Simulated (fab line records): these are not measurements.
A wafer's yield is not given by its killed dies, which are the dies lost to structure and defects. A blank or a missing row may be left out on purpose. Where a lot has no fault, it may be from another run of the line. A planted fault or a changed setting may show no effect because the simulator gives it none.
fab line records | flow nand-harc
record: lots: 11 | wafers: 33 | last-day: 24
route steps=1159 shown P_BONDPAD@351 A_START@389 A_ZERO_WELL@404 A_SOURCE_PLATE@423 END@1159
lots that met no fault: from a run of the same line without faults
start-h: hours from the record's first day to the start of the lot's first wafer shown | wait-h: hours elapsed since this lot's preceding step | " repeats the value in the row above | L1.1+2: several wafers, shown together as one row | - no value, or no start given | * or withheld: withheld | < > ~ a bound
route shown NAME@n: a module of which the file shows steps, and the number in the route of the first | usual: average and standard deviation across the fault-free wafers | same: alike in all rows | chamber/n: place in a boat | sites: each site's reading | _std_site: standard deviation across them | _edge_site: outer sites' mean less inner sites' | radius-mm: how far each site lies from the wafer's centre | mask NAME#n: copy n | behind: the most recent tool/chamber to have shaped the wafer | hold: what put the lot on hold/how long, in hours/how the hold closed | device: the transistor (n, p or np) that didn't switch | end of line: at the end of the route, the tests of the same wafers | where a step has no rows: the recipe by itself | killed: at the first sort, the dies lost to defects and structure; wafer yield is something else | map: shows each die of a wafer: x if killed, . if not, _ if none is there
set.NAME: the setting the step ran with; set.NAME@STEP: the setting that earlier step ran with | model.NAME: the simulator's own value behind a step, which no gauge read
route steps across a sampled set of lots; one table per step, one row per wafer
services: when a tool's chamber went out of use (start-h, in hours from the record's first day, below 0 if earlier), for how many hours, and the reason
== steps ==
step: NHARC_P_BONDPAD_DEP_00
recipe: target-thk-a: 2500 | temp-c: 370 | target-thk-nm: 250 | pressure-torr: 3 | flow-sccm: 200 | rf-w: 450 | material: SiCN
usual: heater-power-w: 553/75
lot.wafer | tool     | chamber | start-h | wait-h | heater-power-w
L482.6    | pecvd-01 | 1       | -       | -      | 441
L482.5    | "        | 2       | "       | "      | 515
L482.4    | "        | 0       | "       | "      | 614
L484.1    | pecvd-04 | 0       | -       | -      | 609
L484.2    | "        | 2       | "       | "      | 564
L484.6    | "        | 2       | "       | "      | 590
L488.3    | pecvd-01 | 0       | 149.31  | -      | 673
L488.2    | "        | 1       | "       | "      | 506
L488.6    | "        | 2       | "       | "      | 539
L487.1    | pecvd-02 | 2       | 150.00  | -      | 621
L487.3    | "        | 2       | "       | "      | 648
L487.6    | "        | 1       | "       | "      | 531
L486.2    | pecvd-04 | 1       | 153.95  | -      | 566
L486.3    | "        | 2       | "       | "      | 505
L486.4    | "        | 2       | "       | "      | 505
L489.2    | pecvd-02 | 2       | 172.22  | -      | 615
L489.3    | "        | 1       | "       | "      | 435
L489.4    | "        | 2       | "       | "      | 628
L490.1    | pecvd-01 | 0       | 183.65  | -      | 652
L490.5    | "        | 1       | "       | "      | 437
L490.6    | "        | 2       | "       | "      | 594
L497.1    | pecvd-01 | 2       | -       | -      | 557
L497.4    | "        | 0       | "       | "      | 628
L497.5    | "        | 2       | "       | "      | 565
L502.3    | pecvd-01 | 0       | 251.45  | -      | 634
L502.2    | "        | 1       | "       | "      | 488
L502.4    | "        | 2       | "       | "      | 581
L504.2    | pecvd-04 | 1       | 258.43  | -      | 577
L504.6    | "        | 1       | "       | "      | 583
L504.5    | "        | 2       | "       | "      | 568
L505.1    | pecvd-04 | 0       | -       | -      | 699
L505.3    | "        | 1       | "       | "      | 528
L505.5    | "        | 1       | "       | "      | 525
step: NHARC_P_BONDPAD_STRIP_15
recipe: o2-flow-sccm: 500 | ar-flow-sccm: 0 | bias-w: 0 | chemistry: O2
usual: drypump-motor-current-A: 5.6/0.43 | o2-flow-sccm: 500.3/1.4 | oes-product-au: 1.002/0.0068 | rf-vpp-V: 57.8/0.8 | showerhead-plenum-p-Torr: 3.53/0.13 | throttle-valve-pct: 17.037/0.0096
lot.wafer | tool        | chamber | start-h | wait-h | drypump-motor-current-A | o2-flow-sccm | oes-product-au | rf-hours-counter-h | rf-vpp-V | showerhead-plenum-p-Torr | throttle-valve-pct
L482.4    | rie-diel-02 | 2       | 124.99  | 0.1    | 5.3                     | 499.1        | 1.004          | 42                 | 57.5     | 3.35                     | 17.032
L482.6    | "           | 0       | "       | "      | 5.9                     | 498.7        | 0.998          | -                  | 57.8     | 3.48                     | 17.050
L482.5    | "           | 1       | "       | "      | 5.4                     | 499.3        | 1.006          | -                  | 57.2     | 3.36                     | 17.031
L484.1    | rie-diel-12 | 0       | 144.30  | 0.1    | 5.7                     | 501.5        | 1.008          | 12                 | 57.2     | 3.64                     | 17.026
L484.2    | "           | 1       | "       | "      | 5.6                     | 500.9        | 1.010          | 10                 | 59.6     | 3.69                     | 17.033
L484.6    | "           | 0       | "       | "      | 5.7                     | 501.8        | 0.996          | -                  | 57.9     | 3.64                     | 17.028
L488.2    | rie-diel-12 | 2       | 151.04  | 0.1    | 6.1                     | 501.1        | 0.989          | 12                 | 57.7     | 3.41                     | 17.029
L488.3    | "           | 3       | "       | "      | 4.8                     | 498.3        | 1.002          | 12                 | 57.6     | 3.52                     | 17.032
L488.6    | "           | 1       | "       | "      | 5.6                     | 502.1        | 0.995          | -                  | 57.7     | 3.69                     | 17.040
L487.1    | rie-diel-12 | 2       | 152.23  | 0.1    | 6.1                     | 499.4        | 1.011          | 12                 | 58.5     | 3.41                     | 17.036
L487.3    | "           | 3       | "       | "      | 4.8                     | 499.5        | 1.002          | 12                 | 57.9     | 3.52                     | 17.037
L487.6    | "           | 1       | "       | "      | 5.6                     | 501.9        | 1.009          | -                  | 57.7     | 3.69                     | 17.017
L486.3    | rie-diel-12 | 3       | 155.83  | 0.1    | 4.8                     | 501.2        | 1.001          | 13                 | 59.0     | 3.52                     | 17.038
L486.4    | "           | 1       | "       | "      | 5.6                     | 499.9        | 0.999          | 12                 | 57.3     | 3.69                     | 17.036
L486.2    | "           | 2       | "       | "      | 6.1                     | 499.5        | 0.999          | 13                 | 57.6     | 3.41                     | 17.040
L489.2    | rie-diel-07 | 1       | 174.06  | 0.1    | 5.6                     | 498.2        | 0.996          | 40                 | 57.7     | 3.34                     | 17.038
L489.3    | "           | 2       | "       | "      | 6.1                     | 499.4        | 1.008          | 39                 | 57.2     | 3.38                     | 17.044
L489.4    | "           | 3       | "       | "      | 5.7                     | 497.3        | 1.010          | 43                 | 58.0     | 3.63                     | 17.020
L490.1    | rie-diel-07 | 0       | 185.42  | 0.1    | 6.3                     | 499.6        | 1.005          | 47                 | 56.3     | 3.29                     | 17.044
L490.5    | "           | 2       | "       | "      | 6.0                     | 501.3        | 1.019          | -                  | 58.2     | 3.38                     | 17.056
L490.6    | "           | 3       | "       | "      | 5.7                     | 500.2        | 1.009          | -                  | 57.5     | 3.63                     | 17.029
L497.1    | rie-diel-12 | 2       | 228.44  | 0.1    | 6.1                     | 502.7        | 1.003          | 2                  | 56.6     | 3.40                     | 17.038
L497.4    | "           | 2       | "       | "      | 6.1                     | 500.6        | 0.999          | -                  | 57.5     | 3.40                     | 17.030
L497.5    | "           | 0       | "       | "      | 5.7                     | 498.9        | 1.000          | -                  | 56.9     | 3.63                     | 17.028
L502.3    | rie-diel-12 | 0       | 253.32  | 0.1    | 5.7                     | 499.8        | 1.011          | 5                  | 58.7     | 3.63                     | 17.054
L502.2    | "           | 1       | "       | "      | 5.6                     | 501.0        | 1.007          | 4                  | 58.3     | 3.69                     | 17.041
L502.4    | "           | 0       | "       | "      | 5.7                     | 499.6        | 1.008          | -                  | 57.3     | 3.63                     | 17.024
L504.2    | rie-diel-12 | 0       | 260.72  | 0.1    | 5.7                     | 500.5        | 0.994          | 6                  | 58.9     | 3.63                     | 17.039
L504.6    | "           | 1       | "       | "      | 5.6                     | 501.1        | 0.996          | -                  | 58.9     | 3.69                     | 17.036
L504.5    | "           | 2       | "       | "      | 6.0                     | 502.8        | 0.999          | -                  | 58.6     | 3.40                     | 17.037
L505.3    | rie-diel-12 | 1       | 268.59  | 0.1    | 5.6                     | 500.9        | 1.008          | 6                  | 60.4     | 3.69                     | 17.050
L505.1    | "           | 3       | "       | "      | 4.9                     | 499.9        | 1.005          | 4                  | 56.5     | 3.52                     | 17.025
L505.5    | "           | 1       | "       | "      | 5.6                     | 500.1        | 1.002          | -                  | 57.5     | 3.69                     | 17.035
step: NHARC_A_START_INSPECT_01
usual: raw-defect-count: 3.6/1.9
lot.wafer | tool              | chamber | start-h | wait-h | raw-defect-count
L482.4    | defect-inspect-02 | -       | 127.64  | -      | 4
L482.5    | "                 | -       | "       | "      | 3
L482.6    | "                 | -       | "       | "      | 5
L484.1    | defect-inspect-01 | -       | 147.10  | -      | 2
L484.2    | "                 | -       | "       | "      | 4
L484.6    | "                 | -       | "       | "      | 3
L488.2    | defect-inspect-01 | -       | 153.86  | -      | 2
L488.3    | "                 | -       | "       | "      | 4
L488.6    | "                 | -       | "       | "      | 2
L487.1    | defect-inspect-01 | -       | 154.96  | -      | 4
L487.3    | "                 | -       | "       | "      | 4
L487.6    | "                 | -       | "       | "      | 4
L486.2    | defect-inspect-02 | -       | 158.64  | -      | 4
L486.3    | "                 | -       | "       | "      | 3
L486.4    | "                 | -       | "       | "      | 6
L489.2    | defect-inspect-02 | -       | 176.71  | -      | 3
L489.3    | "                 | -       | "       | "      | 0
L489.4    | "                 | -       | "       | "      | 2
L490.1    | defect-inspect-02 | -       | 188.10  | -      | 5
L490.5    | "                 | -       | "       | "      | 2
L490.6    | "                 | -       | "       | "      | 3
L497.1    | defect-inspect-01 | -       | 231.27  | -      | 5
L497.4    | "                 | -       | "       | "      | 7
L497.5    | "                 | -       | "       | "      | 3
L502.2    | defect-inspect-01 | -       | 256.16  | -      | 4
L502.3    | "                 | -       | "       | "      | 7
L502.4    | "                 | -       | "       | "      | 6
L504.2    | defect-inspect-01 | -       | 263.31  | -      | 3
L504.5    | "                 | -       | "       | "      | 2
L504.6    | "                 | -       | "       | "      | 5
L505.1    | defect-inspect-01 | -       | 271.36  | -      | 3
L505.3    | "                 | -       | "       | "      | 3
L505.5    | "                 | -       | "       | "      | 4
step: NHARC_A_ZERO_WELL_ETCH_19
recipe: target-depth-a: 800 | overetch-a: 240 | time-s: 87.88 | ion-energy-ev: 200 | n2-flow-sccm: 150 | h2-flow-sccm: 150 | ar-flow-sccm: 0 | rf-w: 400 | bias-w: 150 | chemistry: N2/H2
usual: drypump-motor-current-A: 5.8/0.33 | oes-product-au: 1.000/0.0076 | rf-vpp-V: 431.0/2.2 | showerhead-plenum-p-Torr: 2.06/0.074 | throttle-valve-pct: 14.172/0.009
lot.wafer | tool        | chamber | start-h | wait-h | drypump-motor-current-A | oes-product-au | rf-hours-counter-h | rf-vpp-V | showerhead-plenum-p-Torr | throttle-valve-pct
L482.4    | rie-diel-04 | 0       | 128.60  | 0.1    | 6.5                     | 1.018          | 0                  | 431.3    | 2.05                     | 14.188
L482.5    | "           | 3       | "       | "      | 5.5                     | 1.004          | -                  | 429.5    | 2.04                     | 14.161
L482.6    | "           | 0       | "       | "      | 6.5                     | 1.002          | -                  | 431.4    | 2.05                     | 14.166
L484.1    | rie-diel-08 | 0       | 148.07  | 0.1    | 5.7                     | 0.986          | 2                  | 430.2    | 2.01                     | 14.174
L484.2    | "           | 1       | "       | "      | 5.9                     | 0.981          | 1                  | 430.1    | 2.05                     | 14.169
L484.6    | "           | 3       | "       | "      | 5.7                     | 0.999          | -                  | 426.8    | 1.96                     | 14.179
L488.2    | rie-diel-08 | 3       | 154.83  | 0.1    | 5.7                     | 1.005          | 2                  | 428.5    | 1.96                     | 14.186
L488.3    | "           | 0       | "       | "      | 5.7                     | 0.994          | 2                  | 429.3    | 2.01                     | 14.176
L488.6    | "           | 3       | "       | "      | 5.7                     | 0.994          | -                  | 427.8    | 1.96                     | 14.173
L487.3    | rie-diel-04 | 3       | 156.06  | 0.1    | 5.5                     | 1.000          | 3                  | 431.7    | 2.04                     | 14.166
L487.1    | "           | 0       | "       | "      | 6.5                     | 1.000          | 3                  | 431.2    | 2.05                     | 14.176
L487.6    | "           | 2       | "       | "      | 5.8                     | 0.996          | -                  | 431.2    | 2.07                     | 14.193
L486.3    | rie-diel-04 | 2       | 159.72  | 0.1    | 5.8                     | 0.995          | 3                  | 431.1    | 2.07                     | 14.180
L486.4    | "           | 0       | "       | "      | 6.5                     | 0.998          | 3                  | 431.9    | 2.05                     | 14.187
L486.2    | "           | 1       | "       | "      | 5.4                     | 1.009          | 3                  | 429.9    | 2.07                     | 14.169
L489.2    | rie-diel-04 | 2       | 177.79  | 0.1    | 5.8                     | 0.995          | 5                  | 431.3    | 2.07                     | 14.166
L489.3    | "           | 3       | "       | "      | 5.5                     | 0.997          | 5                  | 430.0    | 2.04                     | 14.179
L489.4    | "           | 1       | "       | "      | 5.4                     | 1.006          | 4                  | 430.5    | 2.07                     | 14.166
L490.1    | rie-diel-01 | 2       | 189.08  | 0.1    | 6.1                     | 0.995          | 3                  | 433.7    | 2.17                     | 14.170
L490.5    | "           | 3       | "       | "      | 5.6                     | 0.998          | -                  | 427.6    | 1.94                     | 14.199
L490.6    | "           | 0       | "       | "      | 5.4                     | 0.992          | -                  | 430.0    | 2.03                     | 14.187
L497.4    | rie-diel-08 | 0       | 232.38  | 0.1    | 5.7                     | 0.995          | 6                  | 430.2    | 2.01                     | 14.182
L497.1    | "           | 2       | "       | "      | 5.8                     | 1.017          | 6                  | 434.7    | 2.20                     | 14.169
L497.5    | "           | 0       | "       | "      | 5.7                     | 0.992          | -                  | 429.2    | 2.01                     | 14.179
L502.2    | rie-diel-01 | 2       | 257.13  | 0.1    | 6.1                     | 0.988          | 12                 | 433.4    | 2.17                     | 14.166
L502.3    | "           | 3       | "       | "      | 5.6                     | 1.004          | 11                 | 427.9    | 1.94                     | 14.166
L502.4    | "           | 1       | "       | "      | 6.2                     | 0.995          | 11                 | 434.5    | 2.20                     | 14.175
L504.2    | rie-diel-01 | 1       | 264.35  | 0.1    | 6.2                     | 1.001          | 12                 | 434.4    | 2.20                     | 14.180
L504.5    | "           | 0       | "       | "      | 5.4                     | 0.997          | -                  | 429.4    | 2.02                     | 14.163
L504.6    | "           | 1       | "       | "      | 6.2                     | 0.996          | -                  | 435.1    | 2.20                     | 14.185
L505.3    | rie-diel-04 | 2       | 272.46  | 0.1    | 5.8                     | 0.987          | 11                 | 429.1    | 2.07                     | 14.161
L505.1    | "           | 3       | "       | "      | 5.5                     | 0.993          | 11                 | 431.0    | 2.04                     | 14.170
L505.5    | "           | 1       | "       | "      | 5.4                     | 1.007          | -                  | 431.3    | 2.07                     | 14.172
step: NHARC_A_ZERO_WELL_INSPECT_17
usual: raw-defect-count: 10/5.6
lot.wafer | tool              | chamber | start-h | wait-h | raw-defect-count
L482.4    | defect-inspect-02 | -       | 130.00  | 0.1    | 7
L482.5    | "                 | -       | "       | "      | 12
L482.6    | "                 | -       | "       | "      | 4
L484.1    | defect-inspect-02 | -       | 149.29  | 0.2    | 2
L484.2    | "                 | -       | "       | "      | 15
L484.6    | "                 | -       | "       | "      | 8
L488.2    | defect-inspect-01 | -       | 156.05  | 0.1    | 5
L488.3    | "                 | -       | "       | "      | 11
L488.6    | "                 | -       | "       | "      | 9
L487.1    | defect-inspect-01 | -       | 157.29  | 0.2    | 5
L487.3    | "                 | -       | "       | "      | 10
L487.6    | "                 | -       | "       | "      | 16
L486.2    | defect-inspect-02 | -       | 160.95  | 0.1    | 12
L486.3    | "                 | -       | "       | "      | 7
L486.4    | "                 | -       | "       | "      | 14
L489.2    | defect-inspect-01 | -       | 179.04  | 0.1    | 2
L489.3    | "                 | -       | "       | "      | 5
L489.4    | "                 | -       | "       | "      | 2
L490.1    | defect-inspect-01 | -       | 190.27  | 0.2    | 6
L490.5    | "                 | -       | "       | "      | 3
L490.6    | "                 | -       | "       | "      | 17
L497.1    | defect-inspect-01 | -       | 233.77  | 0.2    | 16
L497.4    | "                 | -       | "       | "      | 970
L497.5    | "                 | -       | "       | "      | 951
L502.2    | defect-inspect-01 | -       | 258.40  | 0.1    | 4
L502.3    | "                 | -       | "       | "      | 13
L502.4    | "                 | -       | "       | "      | 6
L504.2    | defect-inspect-01 | -       | 265.60  | 0.1    | 13
L504.5    | "                 | -       | "       | "      | 8
L504.6    | "                 | -       | "       | "      | 11
L505.1    | defect-inspect-01 | -       | 273.92  | 0.2    | 15
L505.3    | "                 | -       | "       | "      | 14
L505.5    | "                 | -       | "       | "      | 14
step: NHARC_A_SOURCE_PLATE_INSPECT_08
usual: raw-defect-count: 62/28
lot.wafer | tool              | chamber | start-h | wait-h | raw-defect-count
L482.4    | defect-inspect-01 | -       | 150.25  | 0.0    | 60
L482.5    | "                 | -       | "       | "      | 75
L482.6    | "                 | -       | "       | "      | 37
L484.1    | defect-inspect-01 | -       | 167.95  | 0.0    | 39
L484.2    | "                 | -       | "       | "      | 42
L484.6    | "                 | -       | "       | "      | 81
L488.2    | defect-inspect-01 | -       | 174.24  | 0.1    | 73
L488.3    | "                 | -       | "       | "      | 72
L488.6    | "                 | -       | "       | "      | 91
L487.1    | defect-inspect-01 | -       | 177.52  | 0.0    | 66
L487.3    | "                 | -       | "       | "      | 40
L487.6    | "                 | -       | "       | "      | 41
L486.2    | defect-inspect-01 | -       | 182.79  | 0.0    | 62
L486.3    | "                 | -       | "       | "      | 102
L486.4    | "                 | -       | "       | "      | 41
L489.2    | defect-inspect-01 | -       | 199.37  | 0.0    | 24
L489.3    | "                 | -       | "       | "      | 47
L489.4    | "                 | -       | "       | "      | 54
L490.1    | defect-inspect-01 | -       | 210.54  | 0.0    | 53
L490.5    | "                 | -       | "       | "      | 136
L490.6    | "                 | -       | "       | "      | 48
L497.1    | defect-inspect-01 | -       | 254.29  | 0.0    | 39
L497.4    | "                 | -       | "       | "      | 1143
L497.5    | "                 | -       | "       | "      | 997
L502.2    | defect-inspect-02 | -       | 279.90  | 0.0    | 65
L502.3    | "                 | -       | "       | "      | 122
L502.4    | "                 | -       | "       | "      | 83
L504.2    | defect-inspect-01 | -       | 285.23  | 0.0    | 60
L504.5    | "                 | -       | "       | "      | 40
L504.6    | "                 | -       | "       | "      | 48
L505.1    | defect-inspect-02 | -       | 296.22  | 0.0    | 52
L505.3    | "                 | -       | "       | "      | 42
L505.5    | "                 | -       | "       | "      | 136
step: NHARC_END_SORT_01
recipe: temp-c: 25
usual: killed-at-array: 28/12 | killed-at-other: 0.8/1.1 | killed-at-periphery: 3.6/2.3 | killed-dies: 32/12 | killed-open: 3.4/1.9 | killed-short: 2.0/1.3
same: gross-dies: 677
lot.wafer | tool      | chamber | start-h | wait-h | killed-at-array | killed-at-other | killed-at-periphery | killed-dies | killed-open | killed-short
L497.1    | prober-01 | 0       | 536.23  | 2.5    | 31              | 0               | 0                   | 31          | 7           | 4
L497.4    | prober-01 | 0       | 538.64  | 3.4    | 133             | 0               | 2                   | 135         | 5           | 1
L497.5    | prober-01 | 0       | 539.45  | 3.7    | 116             | 0               | 2                   | 118         | 2           | 3
killed by level:class
L497.1 A_CHANNEL_HOLE_D1:chamber-film-flake=13 A_ONON_D1:geometric-particle:open=3 A_CONTACT:chamber-film-flake=3 A_ONON_D1:geometric-particle:short=2 A_WL_FILL:geometric-particle:short=2 A_STAIRCASE:chamber-film-flake=2 A_WL_FILL:chamber-film-flake=2 A_SOURCE_PLATE:geometric-particle:open=1
L497.4 A_ZERO_WELL:unspecified=98 A_CHANNEL_HOLE_D1:chamber-film-flake=22 A_STAIRCASE:chamber-film-flake=4 A_CONTACT:chamber-film-flake=3 P_STI:geometric-particle:open=1 A_ONON_D1:geometric-particle:open=1 A_CHANNEL_FILL_D1:geometric-particle:open=1 A_SGD_CUT:geometric-particle:short=1
L497.5 A_ZERO_WELL:unspecified=93 A_CHANNEL_HOLE_D1:chamber-film-flake=15 A_STAIRCASE:chamber-film-flake=3 P_CONTACT:geometric-particle:short=1 A_ONON_D1:geometric-particle:short=1 A_ONON_D1:geometric-particle:open=1 A_SGD_CUT:geometric-particle:short=1 A_BLC:geometric-particle:open=1
== services ==
tool        | chamber | start-h | hours | kind
rie-diel-01 | 1       | 105.30  | 11.1  | repair
pecvd-02    | 2       | 105.61  | 9.4   | repair
rie-diel-01 | 0       | 106.47  | 9.3   | repair
rie-diel-04 | -       | 111.94  | 9.0   | pm
rie-diel-08 | -       | 124.80  | 9.0   | pm
pecvd-02    | 0       | 135.89  | 16.4  | repair
rie-diel-12 | 2       | 141.04  | 1.8   | repair
rie-diel-01 | -       | 146.07  | 9.0   | pm
pecvd-02    | -       | 153.00  | 13.0  | pm
rie-diel-12 | 3       | 169.24  | 20.2  | repair
pecvd-04    | 0       | 173.74  | 7.8   | repair
rie-diel-12 | 0       | 175.37  | 2.7   | repair
rie-diel-07 | 2       | 177.36  | 4.5   | repair
rie-diel-08 | 3       | 184.93  | 4.5   | repair
rie-diel-01 | -       | 189.61  | 0.3   | repair
pecvd-04    | -       | 195.22  | 13.0  | pm
rie-diel-12 | -       | 202.43  | 9.0   | pm
rie-diel-08 | 3       | 206.54  | 9.9   | repair
rie-diel-01 | 0       | 224.17  | 1.5   | repair
rie-diel-12 | 1       | 226.65  | 5.4   | repair
rie-diel-08 | 1       | 229.54  | 2.8   | repair
pecvd-01    | -       | 237.05  | 13.0  | pm
rie-diel-12 | 3       | 248.53  | 10.9  | repair
rie-diel-12 | -       | 265.48  | 1.1   | repair
== key ==
first-sign: step: NHARC_A_ZERO_WELL_INSPECT_17 | reading: raw-defect-count | direction: up | sigmas: 99+ | usual: 10 | struck: 960
effect: step: NHARC_A_SOURCE_PLATE_INSPECT_08 | reading: raw-defect-count | direction: up | sigmas: 36 | usual: 62 | struck: 1070
effect: step: NHARC_END_SORT_01 | reading: killed-at-array | direction: up | sigmas: 8.3 | usual: 28 | struck: 124
more-kills-born-at: NHARC_A_ZERO_WELL_ETCH_19@rie-diel-08: 191
met-at NHARC_A_ZERO_WELL_ETCH_19
struck-lots L497
struck-wafers L497.4,L497.5
tester-left-out L497
not-acting-at NHARC_P_BONDPAD_DEP_00,NHARC_P_BONDPAD_STRIP_15,NHARC_A_START_INSPECT_01
onset-between 154.83 232.38
fault: kind: chamber-particle-source | tool: rie-diel-08 | chamber: 0 | onset-h: 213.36 | steps: NHARC_A_ZERO_WELL_ETCH_19 | rate-per-visit-cm2: 1.4469 | end-h: 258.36
tester-left-out: of these lots the tester's yield and bins aren't shown, on N5 and GAA mostly nor the transistor test; their killed dies are dies lost to structure and defects alone, not to doping, threshold or leakage, so they don't give the yield
